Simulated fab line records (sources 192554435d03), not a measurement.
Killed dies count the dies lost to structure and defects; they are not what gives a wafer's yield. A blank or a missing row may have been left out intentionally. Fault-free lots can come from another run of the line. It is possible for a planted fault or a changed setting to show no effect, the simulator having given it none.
Matching of chambers -- flow n5Finfet -- N5_BEOL_M5_DESCUM_16 on rieDiel-05: 4 sister chambers
The step chemistry O2, time 7 s. 4 wafers are shown with their chamber, then 7 later ones without.

WAFERS PAIRED WITH THEIR CHAMBERS
wafer,chamber,drypumpMotorCurrentA (A)
L088.2,0,6.0
L088.4,1,5.6
L086.1,3,5.7
L086.4,2,5.1

WAFERS WITHOUT THEIR CHAMBER
wafer,drypumpMotorCurrentA (A)
L086.5,5.1
L090.2,5.1
L090.3,5.9
L090.4,5.6
L095.2,5.6
L095.3,5.7
L095.6,5.1

EACH ONE'S CHAMBER
wafer,from the rows above,in truth
L086.5,2,2
L090.2,2,2
L090.3,0,0
L090.4,1,1
L095.2,1,1
L095.3,3,3
L095.6,2,2
7 of 7 placed correctly. From these rows, 0 cannot be placed. Wrongly placed: 0.
How it was worked out, from the rows above alone: a wafer's distance from a chamber is the root of the sum, over the readings, of the square of ((its reading less the chamber's mean) divided by the reading's scatter). The wafer belongs to the nearest chamber; if the next one is less than 2 further off, it can't be placed. Each chamber's mean is taken over the wafers shown for it. The scatter: root of mean squared gap, hidden wafer to nearest shown wafer, with one shown wafer a chamber.
